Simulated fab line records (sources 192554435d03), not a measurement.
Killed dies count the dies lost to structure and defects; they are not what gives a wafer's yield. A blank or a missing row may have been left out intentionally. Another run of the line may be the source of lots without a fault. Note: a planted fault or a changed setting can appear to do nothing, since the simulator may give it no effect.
fab line records | flow n5_finfet
[record] lots = 4 wafers = 12 last_day = 16
route steps=1938 shown BEOL_M0_SAQP@646 BEOL_M4@1111 PASSIVATION@1936
lots that met no fault: from a run of the same line without faults
start_h: hours from the record's first day to the start of the lot's first wafer shown | wait_h: hours since the lot's step before | " repeats the value in the row above | L1.1+2: several wafers, shown together as one row | - no value, or no start given | * or withheld: withheld | < > ~ a bound
route shown NAME@n: a module of which the file shows steps, and the number in the route of the first | usual: the fault-free wafers' mean and standard deviation | same: alike in all rows | chamber/n: place in a boat | sites: the reading at each site | _std_site: standard deviation of those values | _edge_site: inner sites' mean taken away from outer sites' mean | radius_mm: how far each site lies from the wafer's centre | mask NAME#n: copy n | behind: the tool/chamber that last shaped the wafer | hold: why the lot was held/for how many hours/how that ended | device: whichever transistor did not switch (one of n, p or np) | end of line: at the end of the route, the tests of the same wafers | a step with no rows: only its recipe | killed: dies that structure and defects cost at the first sort, which is not the same as the wafer's yield | map: a wafer's dies, x killed, . not, _ none there
set.NAME: the setting the step ran with; set.NAME@STEP: the setting that earlier step ran with | model.NAME: the simulator's own value behind a step, which no gauge read
certain route steps with their lots: each step a table, each wafer a row
services: the hour from which a tool's chamber was out of use, counted from the record's first day as start_h (under 0 if before that day), plus the number of hours and why
[[steps]]
[step N5_BEOL_M0_SAQP_EXPOSE_11]
[recipe] mask_id = M0_CORE na = 1.35 source_shape = dipole sigma_inner = 0.538 sigma_outer = 0.738 polarization = te target_cd_nm = 42 dose_mj = 55
[step N5_BEOL_M0_SAQP_PEB_12]
[recipe] peb_temp_c = withheld peb_time_s = 60 resist = CAR-ArF
[step N5_BEOL_M0_SAQP_DEVELOP_13]
[recipe] develop_time_s = 30 developer = TMAH resist = CAR-ArF dev_temp_c = 23 rinse_liquid = diw dry = air_spin
[step N5_BEOL_M0_SAQP_DESCUM_19]
[recipe] chemistry = O2 time_s = 7.9 source_power_w = 50 bias_power_w = 20 pressure_mtorr = 20 rf_frequency_hz = 2.712e+07 temp_c = 40 resist = CAR-ArF o2_flow_sccm = 225
[step N5_BEOL_M0_SAQP_ETCH_83]
[recipe] chemistry = CF4 target = SiARC target_depth_a = 390 mask_material = CAR-ArF time_s = 65 ion_energy_ev = 80 pressure_mtorr = 40 source_w = 545 bias_w = 36 Ar_flow_sccm = 100 cf4_flow_sccm = 100 ends = cleared
[step N5_BEOL_M0_SAQP_ETCH_84]
[recipe] chemistry = N2/H2 target = SOC target_depth_a = 1000 overetch_a = 200 mask_material = SiARC temp_c = 40 time_s = 150 ion_energy_ev = 200 pressure_mtorr = 30 source_w = 840 bias_w = 150 n2_flow_sccm = 200 h2_flow_sccm = 200
[step N5_BEOL_M0_SAQP_STRIP_80]
[recipe] chemistry = N2/H2 temp_c = 40 n2_flow_sccm = 200 h2_flow_sccm = 200 rf_frequency_hz = 6e+07
[step N5_BEOL_M0_SAQP_HM_OPEN_112]
[recipe] chemistry = CHF3/O2 target = SiO2 stop_on = a-Si target_depth_a = 120 over_etch_frac = 1.25 mask_material = SOC time_s = 13.5 pressure_mtorr = 30 source_w = 650 bias_w = 170 Ar_flow_sccm = 200 CHF3_flow_sccm = 50 O2_flow_sccm = 5 ion_energy_ev = 200 ends = end_point
[step N5_BEOL_M0_SAQP_STRIP_113]
[recipe] chemistry = CHF3/O2 resist = SiARC rf_frequency_hz = 6e+07
[step N5_BEOL_M0_SAQP_MANDREL_ETCH_20]
[recipe] target_depth_a = 600 chemistry = HBr/Cl2 target = a-Si stop_on = SiNx bt_time_s = 10 mask_material = SOC over_etch_frac = 0.5 time_s = 30 pressure_mtorr = 10 icp_w = 800 bias_w = 75 HBr_flow_sccm = 150 Cl2_flow_sccm = 80 ends = end_point
[usual] drypump_motor_current_A = 5.6/0.48 he_backside_leak_sccm = 2.74/0.22 oes_product_au = 0.776/0.013 throttle_valve_pct = 35.4/0.36
[same] bt_time_s = 10
// columns lot.wafer tool chamber start_h wait_h drypump_motor_current_A he_backside_leak_sccm oes_product_au rf_hours_counter_h throttle_valve_pct model.SOC_of_BEOL_M0_SAQP_COAT_81.thk_nm model.SiNx_of_BEOL_M0_SAQP_PECVD_97.thk_nm
L931.1 rie_si-06 3 106.76 0.0 5.1 2.58 0.766 92 35.1 76.2 18
L931.4 " 0 " " 5.9 2.52 0.779 - 35.3 76 18.6
L931.5 " 2 " " 6.3 2.82 0.769 - 35.6 76.2 18.4
L943.1 rie_si-01 2 183.71 0.0 5.3 3.25 0.782 170 35.8 74.8 18
L943.3 " 3 " " 5.9 2.82 0.789 59 34.6 75.8 18.6
L943.4 " 0 " " 5.5 2.67 0.770 99 35.3 76.4 18.4
L944.1 rie_si-06 0 193.40 0.0 5.9 2.66 0.789 10 35.3 75.8 18.2
L944.4 " 2 " " 6.3 2.82 0.768 158 35.6 82 20
L944.6 " 1 " " 5.0 2.92 0.761 - 35.5 75.8 18.8
L949.3 rie_si-06 2 215.62 0.0 6.3 2.86 0.760 158 35.6 81.8 19.6
L949.5 " 3 " " 5.2 2.54 0.756 - 35.1 81.8 19.8
L949.6 " 2 " " 6.3 2.87 0.759 - 35.6 76 18.6
[step N5_BEOL_M0_SAQP_STRIP_86]
[recipe] chemistry = N2/H2 power_w = 500 temp_c = 40 pressure_mtorr = 50 rf_frequency_hz = 6e+07 overash_fraction = 0.3 bias_power_w = 28 h2_frac = 0.5 n2_flow_sccm = 300 h2_flow_sccm = 300
[step N5_BEOL_M0_SAQP_STRIP_115]
[recipe] chemistry = post_etch_residue_remover time_s = 60 temp_c = 25 remover_ph = withheld remover_water_wt_pct = withheld remover_fluoride_wt_pct = withheld
[step N5_BEOL_M0_SAQP_SRD_93]
[recipe] dry = ipa_marangoni time_s = 30 temp_c = 23 rinse_liquid = diw
[step N5_BEOL_M0_SAQP_RECESS_114]
[recipe] chemistry = HF/NH3 target = SiO2 target_depth_a = 144 afs_cycles = 3 temp_c = 30 sublimation_temp_c = 180 sublimation_time_s = 60
[step N5_BEOL_M0_SAQP_SPACER1_ALD_98]
[recipe] material = SiO2 target_thk_a = 128 temp_c = 300 ald_precursor_family = BDEAS ald_co_reactant = O2-plasma pulse_time_s = 1 purge_time_s = 2 co_reactant_purge_time_s = 2 ald_cycles = 138 pressure_torr = 2
[step N5_BEOL_M0_SAQP_SPACER1_ETCHBACK_99]
[recipe] chemistry = CHF3/O2 mode = anisotropic_etchback target = SiO2 target_depth_a = 154 time_s = 7.7 pressure_mtorr = 30 source_w = 650 bias_w = 170 Ar_flow_sccm = 200 CHF3_flow_sccm = 50 O2_flow_sccm = 5 ion_energy_ev = 200
[step N5_BEOL_M0_SAQP_MANDREL1_REMOVE_100]
[recipe] chemistry = HBr/Cl2/O2 bt_time_s = 10 target = a-Si stop_on = SiNx endpoint = OES-SiCl over_etch_frac = 0.85 icp_w = 600 bias_w = 30 HBr_flow_sccm = 150 Cl2_flow_sccm = 80 O2_flow_sccm = 5 pressure_mtorr = 10
[step N5_BEOL_M0_SAQP_ETCH_101]
[recipe] chemistry = CH3F/O2 target = SiNx mask_material = SiO2 target_depth_a = 299 time_s = 42.7 pressure_mtorr = 30 source_w = 395 bias_w = 73 Ar_flow_sccm = 150 CH3F_flow_sccm = 30 O2_flow_sccm = 20 ion_energy_ev = 120
[step N5_BEOL_M0_SAQP_ETCH_102]
[recipe] chemistry = CF4 target = SiO2 target_depth_a = 40 ion_energy_ev = 350 time_s = 4.4 pressure_mtorr = 10 icp_w = 800 bias_w = 400 cf4_flow_sccm = 80
[step N5_BEOL_M0_SAQP_MANDREL_ETCH_103]
[recipe] chemistry = HBr/Cl2 target = a-Si target_depth_a = 450 bt_time_s = 10 stop_on = SiCN mask_material = SiO2 over_etch_frac = 0.8 time_s = 27 pressure_mtorr = 10 icp_w = 800 bias_w = 75 HBr_flow_sccm = 150 Cl2_flow_sccm = 80 ends = end_point
[step N5_BEOL_M0_SAQP_RECESS_104]
[recipe] chemistry = HF/NH3 target = SiO2 target_depth_a = 180 afs_cycles = 3 temp_c = 30 sublimation_temp_c = 180 sublimation_time_s = 60
[step N5_BEOL_M0_SAQP_COAT_105]
[recipe] resist = SOC temp_c = 250 time_s = 60 spin_rpm = 1500 resist_thk_nm = 100
[step N5_BEOL_M0_SAQP_ETCH_106]
[recipe] chemistry = N2/H2 target = SOC target_depth_a = 1500 stop_on = SiNx ion_energy_ev = 100 bias_w = 61 pressure_mtorr = 30 source_w = 850 n2_flow_sccm = 200 h2_flow_sccm = 200
[usual] drypump_motor_current_A = 5.7/0.47 oes_product_au = 0.75/0.048 rf_vpp_V = 240.5/1.3 showerhead_plenum_p_Torr = 2.53/0.074 throttle_valve_pct = 17.94/0.22
// columns lot.wafer tool chamber start_h wait_h drypump_motor_current_A oes_product_au rf_hours_counter_h rf_vpp_V showerhead_plenum_p_Torr throttle_valve_pct model.SiNx_of_BEOL_M0_SAQP_PECVD_97.thk_nm
L931.1 rie_diel-05 3 108.75 - 4.7 0.75 149 240.5 2.53 17.76 15.2
L931.4 " 0 " " 5.9 0.80 100 239.8 2.46 17.83 15.6
L931.5 " 2 " " 6.3 0.77 - 241.4 2.56 18.10 15.6
L943.1 rie_diel-06 1 186.11 - 5.3 0.69 169 240.5 2.54 18.22 15
L943.3 " 0 " " 6.2 0.79 110 243.5 2.66 17.50 15.8
L943.4 " 2 " " 6.3 0.69 222 241.5 2.62 18.18 15.6
L944.1 rie_diel-06 2 195.53 - 6.3 0.69 225 241.5 2.62 18.20 15.4
L944.4 " 0 " " 6.2 0.79 113 243.1 2.66 17.50 17
L944.6 " 3 " " 5.7 0.71 - 239.0 2.41 17.88 15.8
L949.3 rie_diel-01 1 217.61 - 6.4 0.69 222 237.9 2.41 18.12 16.8
L949.5 " 0 " " 5.3 0.80 - 240.4 2.56 17.80 16.8
L949.6 " 3 " " 5.7 0.72 - 241.0 2.51 17.85 15.6
[step N5_BEOL_M0_SAQP_ETCH_107]
[recipe] chemistry = CH3F/O2 target = SiNx target_depth_a = 300 mask_material = SOC pressure_mtorr = 30 source_w = 395 bias_w = 73 Ar_flow_sccm = 150 CH3F_flow_sccm = 30 O2_flow_sccm = 20 ion_energy_ev = 120
[step N5_BEOL_M4_RC_MEAS_101]
[usual] DIBL_N = 37.2/1.9 DIBL_P = 37.3/2.2 IOFF_N = 0.18/0.038 IOFF_P = 0.22/0.039 ION_N = 678/11 ION_P = 462/6.9 SS_N = 71.8/0.68 SS_P = 73.5/0.65 VT_N = 249/3.4 VT_P = -250/3.2
// columns lot.wafer tool chamber start_h wait_h DIBL_N[mV/V] DIBL_P[mV/V] IOFF_N[nA/um] IOFF_P[nA/um] ION_N[uA/um] ION_P[uA/um] SS_N[mV/dec] SS_P[mV/dec] VT_N[mV] VT_P[mV]
L931.1 prober-01 0 178.81 0.0 35.2 34.3 0.14 0.16 659 446 71.2 72.6 253 -256
L931.4 " 0 " " 35.6 35.1 0.13 0.17 679 459 71.6 72.1 254 -254
L931.5 " 0 " " 38.7 38.7 0.20 0.22 675 453 72.6 73.4 249 -250
L943.1 prober-01 0 250.70 0.0 37.9 38.5 0.19 0.20 688 465 71.3 74.1 248 -255
L943.3 " 0 " " 39.5 39.7 0.22 0.22 687 455 71.6 74.3 245 -256
L943.4 " 0 " " 37.8 38.4 0.19 0.20 690 457 71.8 73.2 249 -256
L944.1 prober-02 0 276.65 0.0 38.9 39.0 0.21 0.25 678 463 72.1 74.8 245 -247
L944.4 " 0 " " 36.3 36.7 0.15 0.20 660 457 71.4 73.8 252 -253
L944.6 " 0 " " 35.1 34.9 0.13 0.17 660 457 71.6 73.2 255 -253
L949.3 prober-01 0 281.33 0.3 36.4 35.4 0.15 0.20 677 462 70.8 73.0 250 -252
L949.5 " 0 " " 40.0 39.2 0.23 0.26 681 461 72.8 73.7 246 -248
L949.6 " 0 " " 36.2 35.7 0.16 0.20 678 466 71.5 73.1 248 -247
[step N5_PASSIVATION_PROBE_49]
[usual] defect_limited_yield = 91.2/1.6 killed_at_M0_to_M3 = 31/10 killed_at_M4_up = 14/4.4 killed_at_contacts = 13/6 killed_at_front_end = 43/13 killed_at_other = 3.5/2.6 killed_dies = 104/18 killed_open = 68/14 killed_short = 34/8.1 sort_bin_4_leakage = 0.01/0.073 sort_bin_5_function = 5.1/1.1 sort_bin_6_memory = 3.3/0.68 sort_n_pass = 1076/18 sort_yield_pct = 91.2/1.6
[same] gross_dies = 1180 killed_at_back_side = 0 sort_bin_8_speed[%] = 0
// columns lot.wafer tool chamber start_h wait_h defect_limited_yield[%] killed_at_M0_to_M3 killed_at_M4_up killed_at_contacts killed_at_front_end killed_at_other killed_dies killed_open killed_short sort_bin_4_leakage[%] sort_bin_5_function[%] sort_bin_6_memory[%] sort_n_pass sort_yield_pct[%]
L931.1 prober-01 - 278.27 0.0 90.2 29 12 20 48 7 116 68 46 0 5.4 4.1 1064 90.2
L931.4 prober-01 - 278.42 0.2 92.0 31 14 13 34 2 94 60 28 0 5.1 2.2 1086 92.0
L931.5 prober-01 - 278.47 0.2 90.0 52 12 9 40 5 118 63 53 0 5.6 4.1 1062 90.0
L943.3 prober-02 - 351.35 0.1 91.6 21 10 19 42 7 99 67 32 0.08 5.0 3.2 1080 91.5
L944.1 prober-01 - 379.92 0.0 92.2 28 13 14 37 0 92 68 23 0 4.7 3.1 1088 92.2
L944.4 prober-01 - 380.07 0.2 95.2 16 16 8 16 1 57 37 20 0 3.1 1.6 1123 95.2
L944.6 prober-01 - 380.17 0.3 93.9 16 19 1 32 4 72 47 23 0 3.6 2.4 1108 93.9
L949.3 prober-02 - 394.80 0.1 90.3 31 8 12 61 2 114 65 37 0 5.6 3.1 1066 90.3
L949.5 prober-02 - 394.90 0.2 88.8 46 16 11 55 4 132 77 55 0 7.7 3.4 1048 88.8
L949.6 prober-02 - 394.95 0.3 92.1 43 14 5 29 2 93 56 32 0 4.0 3.0 1087 92.1
// killed by level:class
L931.1 FIN_SAQP:geometric_particle:short=21 MOL_CONTACT_COAG:geometric_particle:open=17 BEOL_M3:geometric_particle:open=9 BEOL_M0_SAQP:geometric_particle:open=7 BEOL_M4:geometric_particle:open=6 STI_FIN_REVEAL:geometric_particle:open=6 FIN_SAQP:geometric_particle:open=4 BEOL_M3:geometric_particle:short=4
L931.4 FIN_SAQP:geometric_particle:open=12 BEOL_M3:geometric_particle:open=10 MOL_CONTACT_COAG:geometric_particle:open=8 FIN_SAQP:geometric_particle:short=6 DUMMY_GATE:geometric_particle:open=6 BEOL_M0_SAQP:geometric_particle:short=6 MOL_CONTACT_COAG:geometric_particle:short=5 BEOL_M0_SAQP:geometric_particle:open=5
L931.5 BEOL_M0_SAQP:geometric_particle:short=19 FIN_SAQP:geometric_particle:short=13 BEOL_M3:geometric_particle:open=13 BEOL_M0_SAQP:geometric_particle:open=9 FIN_SAQP:geometric_particle:open=8 MOL_CONTACT_COAG:geometric_particle:open=6 STI_FIN_REVEAL:geometric_particle:open=4 BEOL_M4:geometric_particle:open=4
L943.3 FIN_SAQP:geometric_particle:open=17 MOL_CONTACT_COAG:geometric_particle:open=16 FIN_SAQP:geometric_particle:short=6 DUMMY_GATE:geometric_particle:open=6 BEOL_M1:geometric_particle:short=4 BEOL_M2:geometric_particle:short=4 MIM_TOP:geometric_particle:short=4 GATE_CUT:geometric_particle:short=3
L944.1 BEOL_M3:geometric_particle:open=14 MOL_CONTACT_COAG:geometric_particle:open=13 GATE_CUT:geometric_particle:short=8 FIN_SAQP:geometric_particle:open=5 FIN_SAQP:geometric_particle:short=5 DUMMY_GATE:geometric_particle:open=5 BEOL_M1:geometric_particle:open=5 STI_FIN_REVEAL:geometric_particle:open=4
L944.4 BEOL_M4:geometric_particle:open=7 MOL_CONTACT_COAG:geometric_particle:open=5 FIN_SAQP:geometric_particle:short=4 DUMMY_GATE:geometric_particle:open=4 GATE_CUT:geometric_particle:short=4 BEOL_M0_SAQP:geometric_particle:open=4 BEOL_M3:geometric_particle:open=4 MOL_CONTACT_COAG:geometric_particle:short=3
L944.6 FIN_SAQP:geometric_particle:open=7 STI_FIN_REVEAL:geometric_particle:open=6 BEOL_M2:geometric_particle:open=6 BEOL_M4:geometric_particle:open=6 BEOL_M0_SAQP:geometric_particle:short=5 FIN_SAQP:geometric_particle:short=4 BEOL_M9:geometric_particle:open=4 GATE_CUT:geometric_particle:short=3
L949.3 MOL_CONTACT_COAG:geometric_particle:open=11 FIN_SAQP:geometric_particle:short=10 HKMG_FIN:area_etch=10 STI_FIN_REVEAL:geometric_particle:open=8 GATE_CUT:geometric_particle:short=8 BEOL_M3:geometric_particle:open=8 DUMMY_GATE:geometric_particle:open=7 BEOL_M2:geometric_particle:open=7
L949.5 FIN_SAQP:geometric_particle:short=18 FIN_SAQP:geometric_particle:open=12 BEOL_M0_SAQP:geometric_particle:open=11 GATE_CUT:geometric_particle:short=9 BEOL_M3:geometric_particle:open=9 BEOL_M4:geometric_particle:open=8 BEOL_M0_SAQP:geometric_particle:short=7 BEOL_M2:geometric_particle:open=6
L949.6 BEOL_M0_SAQP:geometric_particle:short=14 BEOL_M2:geometric_particle:open=10 BEOL_M4:geometric_particle:open=8 BEOL_M0_SAQP:geometric_particle:open=7 STI_FIN_REVEAL:geometric_particle:open=5 HKMG_FIN:area_etch=5 DUMMY_GATE:geometric_particle:open=4 GATE_CUT:geometric_particle:short=4
[[services]]
// columns tool chamber start_h hours kind
rie_si-01 3 86.83 9.1 repair
rie_si-06 1 92.91 14.9 repair
rie_si-06 2 99.28 2.6 repair
rie_diel-06 0 131.10 4.3 repair
rie_si-06 3 134.02 7.5 repair
rie_diel-01 - 163.38 1.2 repair
[[key]]
first_sign none at tools or gauges
[model_effect] step = N5_BEOL_M0_SAQP_MANDREL_ETCH_20 value = SOC_of_BEOL_M0_SAQP_COAT_81.thk_nm without = 76.07 struck = 81.87
[model_effect] step = N5_BEOL_M0_SAQP_ETCH_106 value = SiNx_of_BEOL_M0_SAQP_PECVD_97.thk_nm without = 15.67 struck = 16.87
met_at N5_BEOL_M0_SAQP_MANDREL_ETCH_20
struck_wafers L944.4,L949.3,L949.5
[baseline_loss] step = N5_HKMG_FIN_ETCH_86 wafers = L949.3
onset_between 106.76 193.40
[fault] kind = process_parameter_drift tool = rie_si-06 chamber = - onset_h = 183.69 steps = N5_BEOL_M0_SAQP_MANDREL_ETCH_20 channel = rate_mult offset = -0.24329 shape = step end_h = 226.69 scope = struck_wafers_only
// baseline_loss: these wafers lose ten dies or more at that step, a loss of the line's own and not of a fault; the sort's usual values leave them out
